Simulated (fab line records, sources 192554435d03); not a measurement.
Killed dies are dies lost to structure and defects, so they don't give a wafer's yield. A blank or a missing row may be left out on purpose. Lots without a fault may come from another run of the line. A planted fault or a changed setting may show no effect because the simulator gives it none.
Chamber matching | flow n5_finfet | N5_BEOL_M3_CMP_52 on cmp-04: 4 sister chambers
The step polishes, stops on SiOC, t overpolish 6.8 s, target thk 40 nm. 4 wafers are shown with their chamber, then 7 later ones without.

WAFERS WITH THEIR CHAMBER
wafer  | chamber | motor_current_A (A)
L085.5 | 2       | 6.1
L089.5 | 1       | 5.8
L090.3 | 3       | 6.0
L090.4 | 0       | 6.6

WAFERS WITHOUT THEIR CHAMBER
wafer  | motor_current_A (A)
L090.6 | 6.2
L091.1 | 6.3
L091.5 | 6.1
L091.6 | 5.8
L097.1 | 5.9
L097.5 | 6.1
L097.6 | 6.4

WHICH CHAMBER EACH WENT THROUGH
wafer  | from the rows above          | in truth
L090.6 | can't be placed: 2 or 3      | 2
L091.1 | can't be placed: 2 or 0 or 3 | 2
L091.5 | can't be placed: 2 or 3      | 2
L091.6 | can't be placed: 1 or 3      | 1
L097.1 | can't be placed: 3 or 1 or 2 | 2
L097.5 | can't be placed: 2 or 3      | 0
L097.6 | can't be placed: 0 or 2 or 3 | 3
Placed correctly: 0 of 7. Can't be placed from these rows: 7 (the true chamber is among the candidates in 6). Placed wrongly: 0.
How it was worked out, from the rows above alone: a wafer's distance from a chamber is the root of the sum, over the readings, of the square of ((its reading less the chamber's mean) divided by the reading's scatter). The wafer belongs to the nearest chamber; if the next one is less than 2 further off, it can't be placed. A chamber's mean is the mean of its shown wafers. The scatter: with one shown wafer a chamber, the root of the mean of the squares of how far each hidden wafer lies from its nearest shown one.
